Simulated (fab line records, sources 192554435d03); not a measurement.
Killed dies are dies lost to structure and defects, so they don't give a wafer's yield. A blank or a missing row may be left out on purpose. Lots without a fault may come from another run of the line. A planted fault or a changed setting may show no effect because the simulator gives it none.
Chamber matching | flow n5_finfet | N5_MOL_CONTACT_COAG_ETCH_59 on rie_diel-01: 4 sister chambers
The step etches underlayer in N2/H2, target depth 13 nm, time 10.4 s. 4 wafers are shown with their chamber, then 9 later ones without.

WAFERS WITH THEIR CHAMBER
wafer  | chamber | showerhead_plenum_p_Torr (Torr)
L082.3 | 1       | 2.69
L082.5 | 3       | 2.51
L084.1 | 0       | 2.47
L084.5 | 2       | 2.55

WAFERS WITHOUT THEIR CHAMBER
wafer  | showerhead_plenum_p_Torr (Torr)
L089.1 | 2.68
L089.2 | 2.55
L089.3 | 2.47
L089.4 | 2.51
L089.5 | 2.47
L089.6 | 2.68
L093.2 | 2.54
L093.3 | 2.68
L093.6 | 2.46

WHICH CHAMBER EACH WENT THROUGH
wafer  | from the rows above | in truth
L089.1 | 1                   | 1
L089.2 | 2                   | 2
L089.3 | 0                   | 0
L089.4 | 3                   | 3
L089.5 | 0                   | 0
L089.6 | 1                   | 1
L093.2 | 2                   | 2
L093.3 | 1                   | 1
L093.6 | 0                   | 0
Placed correctly: 9 of 9. Can't be placed from these rows: 0. Placed wrongly: 0.
How it was worked out, from the rows above alone: a wafer's distance from a chamber is the root of the sum, over the readings, of the square of ((its reading less the chamber's mean) divided by the reading's scatter). The wafer belongs to the nearest chamber; if the next one is less than 2 further off, it can't be placed. A chamber's mean is the mean of its shown wafers. The scatter: with one shown wafer a chamber, the root of the mean of the squares of how far each hidden wafer lies from its nearest shown one.
